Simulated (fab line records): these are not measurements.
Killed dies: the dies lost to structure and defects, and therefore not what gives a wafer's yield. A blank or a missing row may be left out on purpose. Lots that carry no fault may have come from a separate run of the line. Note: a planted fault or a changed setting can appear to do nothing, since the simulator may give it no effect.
What tool caused it? || flow n5Finfet || 12 lots, 36 wafers sampled, at 3 steps of a route of 1938

WHAT THE GAUGES READ, wafer by wafer
N5_BEOL_M9_CD_MEAS_18: pitch 140 nm, target cd 70 nm.
{"lot": "L076", "measured": "day 10 14:02", "on": "cdSem-03", "cdNm (nm)": "70.1 70.1 70.1"}
{"lot": "L077", "measured": "day 11 11:43", "on": "cdSem-02", "cdNm (nm)": "69.9 69.5 69.9"}
{"lot": "L078", "measured": "day 11 17:31", "on": "cdSem-03", "cdNm (nm)": "71.0 70.3 69.8"}
{"lot": "L082", "measured": "day 12 06:40", "on": "cdSem-03", "cdNm (nm)": "69.0 68.6 69.3"}
{"lot": "L083", "measured": "day 12 09:49", "on": "cdSem-02", "cdNm (nm)": "69.9 69.6 69.2"}
{"lot": "L085", "measured": "day 13 03:25", "on": "cdSem-02", "cdNm (nm)": "69.0 70.6 70.4"}
{"lot": "L086", "measured": "day 13 10:58", "on": "cdSem-01", "cdNm (nm)": "70.4 71.0 70.1"}
{"lot": "L089", "measured": "day 14 00:00", "on": "cdSem-02", "cdNm (nm)": "68.5 68.7 70.2"}
{"lot": "L093", "measured": "day 14 15:37", "on": "cdSem-02", "cdNm (nm)": "71.8 70.3 71.0"}
{"lot": "L091", "measured": "day 15 12:03", "on": "cdSem-03", "cdNm (nm)": "69.7 68.4 69.8"}
{"lot": "L096", "measured": "day 15 15:06", "on": "cdSem-03", "cdNm (nm)": "68.7 69.8 69.3"}
{"lot": "L097", "measured": "day 16 01:18", "on": "cdSem-03", "cdNm (nm)": "70.3 70.4 69.3"}

WHICH TOOL RAN EACH LOT (tool, then ch and the chambers of the sampled wafers, then the start)
{"lot": "L076", "N5_BEOL_M9_DESCUM_16": "rieDiel-04 ch 2,3, day 10 13:34", "N5_BEOL_M9_STRIP_19": "rieDiel-03 ch 1,2,3, day 10 13:58"}
{"lot": "L077", "N5_BEOL_M9_DESCUM_16": "rieDiel-04 ch 0,2,3, day 11 11:06", "N5_BEOL_M9_STRIP_19": "rieDiel-04 ch 0,1,2, day 11 11:38"}
{"lot": "L078", "N5_BEOL_M9_DESCUM_16": "rieDiel-06 ch 1,2,3, day 11 17:04", "N5_BEOL_M9_STRIP_19": "rieDiel-03 ch 0,1, day 11 17:27"}
{"lot": "L082", "N5_BEOL_M9_DESCUM_16": "rieDiel-04 ch 0,1,3, day 12 06:11", "N5_BEOL_M9_STRIP_19": "rieDiel-03 ch 0,2,3, day 12 06:36"}
{"lot": "L083", "N5_BEOL_M9_DESCUM_16": "rieDiel-03 ch 0,2, day 12 09:22", "N5_BEOL_M9_STRIP_19": "rieDiel-03 ch 0,3, day 12 09:45"}
{"lot": "L085", "N5_BEOL_M9_DESCUM_16": "rieDiel-04 ch 0,1,2, day 13 02:50", "N5_BEOL_M9_STRIP_19": "rieDiel-03 ch 1,2,3, day 13 03:21"}
{"lot": "L086", "N5_BEOL_M9_DESCUM_16": "rieDiel-03 ch 0,3, day 13 10:30", "N5_BEOL_M9_STRIP_19": "rieDiel-06 ch 0,1,3, day 13 10:53"}
{"lot": "L089", "N5_BEOL_M9_DESCUM_16": "rieDiel-04 ch 0,1,3, day 13 23:26", "N5_BEOL_M9_STRIP_19": "rieDiel-03 ch 1,3, day 13 23:56"}
{"lot": "L093", "N5_BEOL_M9_DESCUM_16": "rieDiel-04 ch 0,1,2, day 14 15:10", "N5_BEOL_M9_STRIP_19": "rieDiel-04 ch 0,1,2, day 14 15:33"}
{"lot": "L091", "N5_BEOL_M9_DESCUM_16": "rieDiel-04 ch 0,3, day 15 11:35", "N5_BEOL_M9_STRIP_19": "rieDiel-04 ch 0,2, day 15 11:59"}
{"lot": "L096", "N5_BEOL_M9_DESCUM_16": "rieDiel-04 ch 2,3, day 15 14:32", "N5_BEOL_M9_STRIP_19": "rieDiel-03 ch 0,1,3, day 15 15:02"}
{"lot": "L097", "N5_BEOL_M9_DESCUM_16": "rieDiel-03 ch 0,1,3, day 16 00:48", "N5_BEOL_M9_STRIP_19": "rieDiel-04 ch 0,2,3, day 16 01:13"}
- N5_BEOL_M9_DESCUM_16: chemistry O2, time 7.9 s.
- N5_BEOL_M9_STRIP_19: strips in O2.

THE ANSWER, worked out from the rows above alone
Rule: what is usual is taken from the lots themselves. Put in order of their means at a reading, lots are off if they are a third of the lots or fewer, leave a main group of 4 or more, and stand apart from it by a gap of 3 or more times the standard deviation of the main group's means; of several such gaps the widest counts. The tables above print the reading to a certain number of digits; a main group whose means all agree to those digits is not used. A lot without any number at a reading at which 4 lots or more have one is off too. All remaining lots with rows at the step are treated as sound.
No lot is off on any of the readings shown, so nothing can be concluded from this.

WHAT HAD BEEN PUT IN BY THE SIMULATOR
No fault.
